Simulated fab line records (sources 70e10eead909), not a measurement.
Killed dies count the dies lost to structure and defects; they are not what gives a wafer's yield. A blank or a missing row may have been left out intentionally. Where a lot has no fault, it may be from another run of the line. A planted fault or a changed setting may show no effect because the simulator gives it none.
fab line records :: flow nandHarc
[record]
  lots = 6
  wafers = 17
  lastDay = 33
route steps=1302 shown P_GATE@215 P_CONTACT@217
lots untouched by any fault: they come from a run of this same line in which no faults occurred
startH: the number of hours between the record's first day and the start of the first shown wafer of the lot :: waitH: time in hours since the lot's previous step :: " identical to the entry in the row above :: L1.1+2: one row covering several wafers at once :: - value missing, or start not given :: * or withheld: withheld :: < > ~ a bound
route shown NAME@n: a module of which the file shows steps, and the number in the route of the first :: usual: mean/standard deviation taken from wafers without a fault :: same: alike in all rows :: chamber/n: place in a boat :: sites: each site's reading :: _std_site: how widely they spread, as a standard deviation :: _edge_site: mean of outer sites minus mean of inner sites :: radiusMm: for every site, how far away it sits from the centre of the wafer :: mask NAME#n: copy n :: behind: the last tool/chamber to shape the wafer :: hold: why the lot was held/for how many hours/how that ended :: device: transistor that didn't switch, given as n, p or np :: end of line: tests of these same wafers at the route's end :: a step without rows: its recipe alone :: killed: count of dies lost to structure and defects at first sort (not the wafer's yield) :: map: the dies of a wafer, with x for killed, . for not killed, _ for no die there
set.NAME: the setting that was run; set.NAME@STEP: the one run at that earlier step :: model.NAME: the simulator's own value behind a step, which no gauge read
lots at some steps of the route; a table a step, a row a wafer
services: from which hour (startH, from the record's first day; less than 0 if before it) a tool's chamber was out of use, for how many hours, and why
[[steps]]
[step NHARC_P_GATE_RTA_82]
[recipe]
  tempC = 450
  timeS = 30
[usual]
  lampPowerPct = 4.05/0.081
  lamp_zone_5_pct = 4.07/0.081
  lamp_zone_6_pct = 4.02/0.08
  wafer_temp_C_max = 452.4/0.69
lot.wafer: L638.2
tool: rtpAnneal-01
chamber: 0
startH: 195.63
waitH: -
lampPowerPct: 3.99
lamp_zone_5_pct: 4.00
lamp_zone_6_pct: 3.96
wafer_temp_C_max: 452.2

lot.wafer: L638.3
tool: rtpAnneal-01
chamber: 0
startH: 195.63
waitH: -
lampPowerPct: 3.99
lamp_zone_5_pct: 4.01
lamp_zone_6_pct: 3.95
wafer_temp_C_max: 451.8

lot.wafer: L638.6
tool: rtpAnneal-01
chamber: 0
startH: 195.63
waitH: -
lampPowerPct: 3.99
lamp_zone_5_pct: 4.00
lamp_zone_6_pct: 3.96
wafer_temp_C_max: 451.6

lot.wafer: L639.2
tool: rtpAnneal-01
chamber: 0
startH: 200.08
waitH: -
lampPowerPct: 3.98
lamp_zone_5_pct: 4.01
lamp_zone_6_pct: 3.96
wafer_temp_C_max: 451.7

lot.wafer: L639.3
tool: rtpAnneal-01
chamber: 0
startH: 200.08
waitH: -
lampPowerPct: 3.98
lamp_zone_5_pct: 4.01
lamp_zone_6_pct: 3.95
wafer_temp_C_max: 452.9

lot.wafer: L639.6
tool: rtpAnneal-01
chamber: 0
startH: 200.08
waitH: -
lampPowerPct: 3.99
lamp_zone_5_pct: 4.01
lamp_zone_6_pct: 3.96
wafer_temp_C_max: 452.4

lot.wafer: L643.2
tool: rtpAnneal-02
chamber: 0
startH: 241.33
waitH: -
lampPowerPct: 4.15
lamp_zone_5_pct: 4.17
lamp_zone_6_pct: 4.12
wafer_temp_C_max: 452.8

lot.wafer: L643.4
tool: rtpAnneal-02
chamber: 0
startH: 241.33
waitH: -
lampPowerPct: 4.15
lamp_zone_5_pct: 4.17
lamp_zone_6_pct: 4.12
wafer_temp_C_max: 453.4

lot.wafer: L646.1
tool: rtpAnneal-01
chamber: 0
startH: 257.69
waitH: -
lampPowerPct: 3.98
lamp_zone_5_pct: 4.01
lamp_zone_6_pct: 3.96
wafer_temp_C_max: 452.0

lot.wafer: L646.3
tool: rtpAnneal-01
chamber: 0
startH: 257.69
waitH: -
lampPowerPct: 3.99
lamp_zone_5_pct: 4.01
lamp_zone_6_pct: 3.96
wafer_temp_C_max: 451.9

lot.wafer: L646.6
tool: rtpAnneal-01
chamber: 0
startH: 257.69
waitH: -
lampPowerPct: 3.98
lamp_zone_5_pct: 4.00
lamp_zone_6_pct: 3.96
wafer_temp_C_max: 452.3

lot.wafer: L653.1
tool: rtpAnneal-02
chamber: 0
startH: 340.97
waitH: -
lampPowerPct: 4.15
lamp_zone_5_pct: 4.17
lamp_zone_6_pct: 4.12
wafer_temp_C_max: 452.7

lot.wafer: L653.4
tool: rtpAnneal-02
chamber: 0
startH: 340.97
waitH: -
lampPowerPct: 4.15
lamp_zone_5_pct: 4.18
lamp_zone_6_pct: 4.12
wafer_temp_C_max: 452.1

lot.wafer: L653.6
tool: rtpAnneal-02
chamber: 0
startH: 340.97
waitH: -
lampPowerPct: 4.16
lamp_zone_5_pct: 4.17
lamp_zone_6_pct: 4.12
wafer_temp_C_max: 452.8

lot.wafer: L654.1
tool: rtpAnneal-02
chamber: 0
startH: 341.93
waitH: -
lampPowerPct: 4.16
lamp_zone_5_pct: 4.17
lamp_zone_6_pct: 4.12
wafer_temp_C_max: 453.1

lot.wafer: L654.4
tool: rtpAnneal-02
chamber: 0
startH: 341.93
waitH: -
lampPowerPct: 4.15
lamp_zone_5_pct: 4.17
lamp_zone_6_pct: 4.12
wafer_temp_C_max: 453.6

lot.wafer: L654.6
tool: rtpAnneal-02
chamber: 0
startH: 341.93
waitH: -
lampPowerPct: 4.16
lamp_zone_5_pct: 4.17
lamp_zone_6_pct: 4.12
wafer_temp_C_max: 453.1
[step NHARC_P_GATE_INSPECT_68]
[usual]
  rawDefectCount = 201/82
lot.wafer: L638.2
tool: defectInspect-01
chamber: -
startH: 195.80
waitH: 0.1
rawDefectCount: 103

lot.wafer: L638.3
tool: defectInspect-01
chamber: -
startH: 195.80
waitH: 0.1
rawDefectCount: 179

lot.wafer: L638.6
tool: defectInspect-01
chamber: -
startH: 195.80
waitH: 0.1
rawDefectCount: 180

lot.wafer: L639.2
tool: defectInspect-02
chamber: -
startH: 200.25
waitH: 0.1
rawDefectCount: 120

lot.wafer: L639.3
tool: defectInspect-02
chamber: -
startH: 200.25
waitH: 0.1
rawDefectCount: 190

lot.wafer: L639.6
tool: defectInspect-02
chamber: -
startH: 200.25
waitH: 0.1
rawDefectCount: 437

lot.wafer: L643.2
tool: defectInspect-02
chamber: -
startH: 241.53
waitH: 0.2
rawDefectCount: 89

lot.wafer: L643.4
tool: defectInspect-02
chamber: -
startH: 241.53
waitH: 0.2
rawDefectCount: 126

lot.wafer: L646.1
tool: defectInspect-02
chamber: -
startH: 257.89
waitH: 0.2
rawDefectCount: 405

lot.wafer: L646.3
tool: defectInspect-02
chamber: -
startH: 257.89
waitH: 0.2
rawDefectCount: 440

lot.wafer: L646.6
tool: defectInspect-02
chamber: -
startH: 257.89
waitH: 0.2
rawDefectCount: 244

lot.wafer: L653.1
tool: defectInspect-02
chamber: -
startH: 341.17
waitH: 0.2
rawDefectCount: 133

lot.wafer: L653.4
tool: defectInspect-02
chamber: -
startH: 341.17
waitH: 0.2
rawDefectCount: 192

lot.wafer: L653.6
tool: defectInspect-02
chamber: -
startH: 341.17
waitH: 0.2
rawDefectCount: 193

lot.wafer: L654.1
tool: defectInspect-02
chamber: -
startH: 342.13
waitH: 0.2
rawDefectCount: 273

lot.wafer: L654.4
tool: defectInspect-02
chamber: -
startH: 342.13
waitH: 0.2
rawDefectCount: 248

lot.wafer: L654.6
tool: defectInspect-02
chamber: -
startH: 342.13
waitH: 0.2
rawDefectCount: 278
[step NHARC_P_CONTACT_DEP_30]
[recipe]
  targetThkA = 300
  tempC = 400
  targetThkNm = 30
  flowSccm = 200
  rfW = 450
  material = SiNx
[usual]
  heaterPowerW = 738/98
lot.wafer: L638.3
tool: pecvd-01
chamber: 0
startH: 195.87
waitH: 0.1
heaterPowerW: 686

lot.wafer: L638.2
tool: pecvd-01
chamber: 2
startH: 195.87
waitH: 0.1
heaterPowerW: 859

lot.wafer: L638.6
tool: pecvd-01
chamber: 2
startH: 195.87
waitH: 0.1
heaterPowerW: 869

lot.wafer: L639.2
tool: pecvd-03
chamber: 0
startH: 200.32
waitH: 0.1
heaterPowerW: 727

lot.wafer: L639.3
tool: pecvd-03
chamber: 2
startH: 200.32
waitH: 0.1
heaterPowerW: 610

lot.wafer: L639.6
tool: pecvd-03
chamber: 0
startH: 200.32
waitH: 0.1
heaterPowerW: 718

lot.wafer: L643.2
tool: pecvd-02
chamber: 1
startH: 241.67
waitH: 0.1
heaterPowerW: 816

lot.wafer: L643.4
tool: pecvd-02
chamber: 2
startH: 241.67
waitH: 0.1
heaterPowerW: 640

lot.wafer: L646.1
tool: pecvd-03
chamber: 0
startH: 257.95
waitH: 0.1
heaterPowerW: 766

lot.wafer: L646.3
tool: pecvd-03
chamber: 1
startH: 257.95
waitH: 0.1
heaterPowerW: 802

lot.wafer: L646.6
tool: pecvd-03
chamber: 1
startH: 257.95
waitH: 0.1
heaterPowerW: 786

lot.wafer: L653.1
tool: pecvd-02
chamber: 2
startH: 341.28
waitH: 0.1
heaterPowerW: 593

lot.wafer: L653.4
tool: pecvd-02
chamber: 2
startH: 341.28
waitH: 0.1
heaterPowerW: 610

lot.wafer: L653.6
tool: pecvd-02
chamber: 0
startH: 341.28
waitH: 0.1
heaterPowerW: 643

lot.wafer: L654.1
tool: pecvd-03
chamber: 2
startH: 342.19
waitH: 0.1
heaterPowerW: 700

lot.wafer: L654.6
tool: pecvd-03
chamber: 2
startH: 342.19
waitH: 0.1
heaterPowerW: 709

lot.wafer: L654.4
tool: pecvd-03
chamber: 0
startH: 342.19
waitH: 0.1
heaterPowerW: 754
[step NHARC_P_CONTACT_DEP_00]
[recipe]
  targetThkA = 5000
  tempC = 400
  pressureTorr = 6.5
  rfW = 900
  teosFlowSccm = 161.4
  flowSccm = 2650
  targetThkNm = 500
  gas = O2
  material = SiO2
[usual]
  chamberPressureTorr = 6.500/0.015
  heaterPowerW = 565/94
  mfcPrecursorSccm = 161.4/0.48
  throttleValvePct = 15.7/0.53
lot.wafer: L638.3
tool: pecvd-01
chamber: 0
startH: -
waitH: -
chamberPressureTorr: 6.487
heaterPowerW: 514
mfcPrecursorSccm: 162.2
throttleValvePct: 16.2

lot.wafer: L638.2
tool: pecvd-01
chamber: 2
startH: -
waitH: -
chamberPressureTorr: 6.490
heaterPowerW: 722
mfcPrecursorSccm: 161.1
throttleValvePct: 15.3

lot.wafer: L638.6
tool: pecvd-01
chamber: 2
startH: -
waitH: -
chamberPressureTorr: 6.511
heaterPowerW: 763
mfcPrecursorSccm: 160.8
throttleValvePct: 15.1

lot.wafer: L639.2
tool: pecvd-03
chamber: 0
startH: -
waitH: -
chamberPressureTorr: 6.507
heaterPowerW: 606
mfcPrecursorSccm: 161.4
throttleValvePct: 16.1

lot.wafer: L639.3
tool: pecvd-03
chamber: 2
startH: -
waitH: -
chamberPressureTorr: 6.470
heaterPowerW: 459
mfcPrecursorSccm: 162.3
throttleValvePct: 16.1

lot.wafer: L639.6
tool: pecvd-03
chamber: 0
startH: -
waitH: -
chamberPressureTorr: 6.521
heaterPowerW: 603
mfcPrecursorSccm: 161.4
throttleValvePct: 16.0

lot.wafer: L643.2
tool: pecvd-02
chamber: 1
startH: -
waitH: -
chamberPressureTorr: 6.540
heaterPowerW: 696
mfcPrecursorSccm: 162.0
throttleValvePct: 15.0

lot.wafer: L643.4
tool: pecvd-02
chamber: 2
startH: -
waitH: -
chamberPressureTorr: 6.481
heaterPowerW: 583
mfcPrecursorSccm: 160.9
throttleValvePct: 15.0

lot.wafer: L646.1
tool: pecvd-03
chamber: 0
startH: -
waitH: -
chamberPressureTorr: 6.519
heaterPowerW: 585
mfcPrecursorSccm: 161.9
throttleValvePct: 16.0

lot.wafer: L646.3
tool: pecvd-03
chamber: 1
startH: -
waitH: -
chamberPressureTorr: 6.491
heaterPowerW: 637
mfcPrecursorSccm: 161.2
throttleValvePct: 16.0

lot.wafer: L646.6
tool: pecvd-03
chamber: 1
startH: -
waitH: -
chamberPressureTorr: 6.476
heaterPowerW: 647
mfcPrecursorSccm: 161.6
throttleValvePct: 16.2

lot.wafer: L653.1
tool: pecvd-02
chamber: 2
startH: -
waitH: -
chamberPressureTorr: 6.496
heaterPowerW: 469
mfcPrecursorSccm: 160.8
throttleValvePct: 14.9

lot.wafer: L653.4
tool: pecvd-02
chamber: 2
startH: -
waitH: -
chamberPressureTorr: 6.510
heaterPowerW: 514
mfcPrecursorSccm: 161.2
throttleValvePct: 15.0

lot.wafer: L653.6
tool: pecvd-02
chamber: 0
startH: -
waitH: -
chamberPressureTorr: 6.507
heaterPowerW: 422
mfcPrecursorSccm: 161.5
throttleValvePct: 15.7

lot.wafer: L654.1
tool: pecvd-03
chamber: 2
startH: -
waitH: -
chamberPressureTorr: 6.506
heaterPowerW: 536
mfcPrecursorSccm: 161.0
throttleValvePct: 16.1

lot.wafer: L654.6
tool: pecvd-03
chamber: 2
startH: -
waitH: -
chamberPressureTorr: 6.499
heaterPowerW: 552
mfcPrecursorSccm: 160.8
throttleValvePct: 16.0

lot.wafer: L654.4
tool: pecvd-03
chamber: 0
startH: -
waitH: -
chamberPressureTorr: 6.520
heaterPowerW: 528
mfcPrecursorSccm: 161.2
throttleValvePct: 16.4
[step NHARC_P_CONTACT_CMP_01]
[recipe]
  targetThkNm = 200
  material = SiO2
[usual]
  motorCurrentA = 12.1/0.96
lot.wafer: L638.3
tool: cmp-03
chamber: 3
startH: 196.58
waitH: -
motorCurrentA: 13.0

lot.wafer: L638.2
tool: cmp-03
chamber: 0
startH: 196.58
waitH: -
motorCurrentA: 12.0

lot.wafer: L638.6
tool: cmp-03
chamber: 0
startH: 196.58
waitH: -
motorCurrentA: 11.6

lot.wafer: L639.3
tool: cmp-03
chamber: 0
startH: 201.04
waitH: -
motorCurrentA: 11.9

lot.wafer: L639.2
tool: cmp-03
chamber: 3
startH: 201.04
waitH: -
motorCurrentA: 12.7

lot.wafer: L639.6
tool: cmp-03
chamber: 1
startH: 201.04
waitH: -
motorCurrentA: 12.3

lot.wafer: L643.4
tool: cmp-04
chamber: 1
startH: 242.33
waitH: -
motorCurrentA: 11.3

lot.wafer: L643.2
tool: cmp-04
chamber: 3
startH: 242.33
waitH: -
motorCurrentA: 13.7

lot.wafer: L646.3
tool: cmp-04
chamber: 3
startH: 258.67
waitH: -
motorCurrentA: 12.5

lot.wafer: L646.1
tool: cmp-04
chamber: 1
startH: 258.67
waitH: -
motorCurrentA: 11.5

lot.wafer: L646.6
tool: cmp-04
chamber: 3
startH: 258.67
waitH: -
motorCurrentA: 13.0

lot.wafer: L653.1
tool: cmp-03
chamber: 3
startH: 341.98
waitH: -
motorCurrentA: 11.8

lot.wafer: L653.4
tool: cmp-03
chamber: 0
startH: 341.98
waitH: -
motorCurrentA: 12.3

lot.wafer: L653.6
tool: cmp-03
chamber: 3
startH: 341.98
waitH: -
motorCurrentA: 12.2

lot.wafer: L654.4
tool: cmp-03
chamber: 3
startH: 342.96
waitH: -
motorCurrentA: 12.0

lot.wafer: L654.1
tool: cmp-03
chamber: 0
startH: 342.96
waitH: -
motorCurrentA: 11.5

lot.wafer: L654.6
tool: cmp-03
chamber: 1
startH: 342.96
waitH: -
motorCurrentA: 11.8
[step NHARC_P_CONTACT_SRD_03]
[step NHARC_P_CONTACT_DEHYDRATE_04]
[recipe]
  tempC = 150
  timeS = 120
[step NHARC_P_CONTACT_HMDS_05]
[recipe]
  timeS = 30
[step NHARC_P_CONTACT_COAT_33]
[recipe]
  tempC = 260
  timeS = 75
[step NHARC_P_CONTACT_COAT_34]
[recipe]
  tempC = 225
  timeS = 65
[step NHARC_P_CONTACT_COAT_06]
[recipe]
  spinRpm = 1500
  resistThkNm = 90
[step NHARC_P_CONTACT_SOFTBAKE_07]
[recipe]
  tempC = 105
  timeS = 55
[usual]
  heaterPowerTotalW = 188.45/0.13
lot.wafer: L638.2
tool: lithoTrack-06
chamber: 0
startH: 196
waitH: -
heaterPowerTotalW: 188.34

lot.wafer: L638.3
tool: lithoTrack-06
chamber: 0
startH: 196
waitH: -
heaterPowerTotalW: 188.41

lot.wafer: L638.6
tool: lithoTrack-06
chamber: 0
startH: 196
waitH: -
heaterPowerTotalW: 188.76

lot.wafer: L639.2
tool: lithoTrack-04
chamber: 0
startH: 201
waitH: -
heaterPowerTotalW: 188.36

lot.wafer: L639.3
tool: lithoTrack-04
chamber: 0
startH: 201
waitH: -
heaterPowerTotalW: 188.49

lot.wafer: L639.6
tool: lithoTrack-04
chamber: 0
startH: 201
waitH: -
heaterPowerTotalW: 188.35

lot.wafer: L643.2
tool: lithoTrack-06
chamber: 0
startH: 242
waitH: -
heaterPowerTotalW: 323.51

lot.wafer: L643.4
tool: lithoTrack-06
chamber: 0
startH: 242
waitH: -
heaterPowerTotalW: 188.38

lot.wafer: L646.1
tool: lithoTrack-06
chamber: 0
startH: 259
waitH: -
heaterPowerTotalW: 188.44

lot.wafer: L646.3
tool: lithoTrack-06
chamber: 0
startH: 259
waitH: -
heaterPowerTotalW: 188.44

lot.wafer: L646.6
tool: lithoTrack-06
chamber: 0
startH: 259
waitH: -
heaterPowerTotalW: 322.94

lot.wafer: L653.1
tool: lithoTrack-01
chamber: 0
startH: 342
waitH: -
heaterPowerTotalW: 188.44

lot.wafer: L653.4
tool: lithoTrack-01
chamber: 0
startH: 342
waitH: -
heaterPowerTotalW: 188.78

lot.wafer: L653.6
tool: lithoTrack-01
chamber: 0
startH: 342
waitH: -
heaterPowerTotalW: 188.22

lot.wafer: L654.1
tool: lithoTrack-06
chamber: 0
startH: 343
waitH: -
heaterPowerTotalW: 188.46

lot.wafer: L654.4
tool: lithoTrack-06
chamber: 0
startH: 343
waitH: -
heaterPowerTotalW: 188.44

lot.wafer: L654.6
tool: lithoTrack-06
chamber: 0
startH: 343
waitH: -
heaterPowerTotalW: 188.65
[step NHARC_P_CONTACT_EBR_08]
[[services]]
tool: pecvd-02
chamber: 1
startH: 176.22
hours: 12.1
kind: repair

tool: cmp-04
chamber: -
startH: 177.39
hours: 2.7
kind: repair

tool: lithoTrack-06
chamber: -
startH: 179.00
hours: 7.0
kind: pm

tool: pecvd-03
chamber: -
startH: 185.00
hours: 13.0
kind: pm

tool: pecvd-03
chamber: 0
startH: 185.00
hours: 13.0
kind: ventCycle

tool: pecvd-03
chamber: 1
startH: 185.00
hours: 13.0
kind: ventCycle

tool: cmp-04
chamber: -
startH: 198.02
hours: 0.3
kind: repair

tool: lithoTrack-04
chamber: -
startH: 203.00
hours: 7.0
kind: pm

tool: cmp-04
chamber: -
startH: 209.00
hours: 4.0
kind: pm

tool: pecvd-01
chamber: -
startH: 216.12
hours: 1.3
kind: repair

tool: cmp-04
chamber: -
startH: 226.40
hours: 1.3
kind: repair

tool: pecvd-02
chamber: -
startH: 227.41
hours: 13.0
kind: pm

tool: cmp-04
chamber: -
startH: 228.16
hours: 2.2
kind: repair

tool: pecvd-03
chamber: 1
startH: 230.68
hours: 21.7
kind: repair

tool: pecvd-03
chamber: 2
startH: 237.38
hours: 6.5
kind: repair

tool: cmp-03
chamber: -
startH: 248.45
hours: 5.3
kind: repair

tool: pecvd-01
chamber: 0
startH: 259.65
hours: 29.5
kind: repair

tool: cmp-03
chamber: -
startH: 260.08
hours: 4.0
kind: pm

tool: cmp-04
chamber: -
startH: 307.00
hours: 4.0
kind: pm

tool: pecvd-01
chamber: -
startH: 311.25
hours: 13.0
kind: pm

tool: pecvd-02
chamber: 1
startH: 314.16
hours: 11.0
kind: repair

tool: pecvd-02
chamber: 0
startH: 322.43
hours: 4.2
kind: repair

tool: cmp-04
chamber: -
startH: 328.92
hours: 6.4
kind: repair

tool: lithoTrack-01
chamber: -
startH: 330.01
hours: 7.0
kind: pm
[[key]]
[firstSign]
  step = NHARC_P_CONTACT_SOFTBAKE_07
  reading = heaterPowerTotalW
  direction = up
  sigmas = 99+
  usual = *
  struck = *
effect none on later readings
metAt NHARC_P_CONTACT_SOFTBAKE_07
struckWafers L643.2,L646.6
testerLeftOut L643,L646
onsetBetween 196 242
[fault]
  kind = processParameterDrift
  tool = lithoTrack-06
  chamber = -
  onsetH = 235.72
  steps = NHARC_P_CONTACT_SOFTBAKE_07
  channel = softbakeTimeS
  offset = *
  shape = step
  endH = 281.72
  scope = struckWafersOnly
  actsIn = *
  stated = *
// testerLeftOut: of these lots the tester's yield and bins aren't shown, on N5 and GAA mostly nor the transistor test; their killed dies are dies lost to structure and defects alone, not to doping, threshold or leakage, so they don't give the yield
